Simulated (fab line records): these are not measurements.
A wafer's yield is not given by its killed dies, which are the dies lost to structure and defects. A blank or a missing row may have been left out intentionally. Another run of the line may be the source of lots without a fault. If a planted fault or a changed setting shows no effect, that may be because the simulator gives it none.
Matching of chambers -- flow nandHarc -- NHARC_THIN_TSV_ETCH_15 on rieSi-03: 4 sister chambers
The step target depth 3000 nm, bosch target overetch cycles 2, bosch etch step 2.8 s. 4 wafers are shown with their chamber, then 12 later ones without.

EACH WAFER AND ITS CHAMBER
wafer,chamber,drypumpMotorCurrentA (A)
L085.1,1,5.3
L090.2,3,5.7
L090.5,2,5.8
L090.6,0,6.5

WAFERS MISSING THEIR CHAMBER
wafer,drypumpMotorCurrentA (A)
L096.3,5.8
L096.4,5.8
L096.5,6.5
L096.1,6.4
L096.2,5.3
L096.6,5.8
L097.3,5.7
L097.4,5.8
L097.6,5.7
L097.1,5.2
L097.2,6.5
L097.5,6.5

WHICH CHAMBER EACH WENT THROUGH
wafer,from the rows above,in truth
L096.3,2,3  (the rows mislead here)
L096.4,2,2
L096.5,0,0
L096.1,0,0
L096.2,1,1
L096.6,2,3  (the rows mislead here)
L097.3,3,3
L097.4,2,2
L097.6,3,3
L097.1,1,1
L097.2,0,0
L097.5,0,0
Placed correctly: 10 of 12. Number that these rows cannot place: 0. Placed wrongly: 2.
How it was worked out, from the rows above alone: a wafer's distance from a chamber is the root of the sum, over the readings, of the square of ((its reading less the chamber's mean) divided by the reading's scatter). The wafer belongs to the nearest chamber; if the next one is less than 2 further off, it can't be placed. The mean given for a chamber averages the wafers shown for that chamber. The scatter (one wafer shown for each chamber): square how far every hidden wafer sits from the nearest shown wafer, average those squares and take the square root.
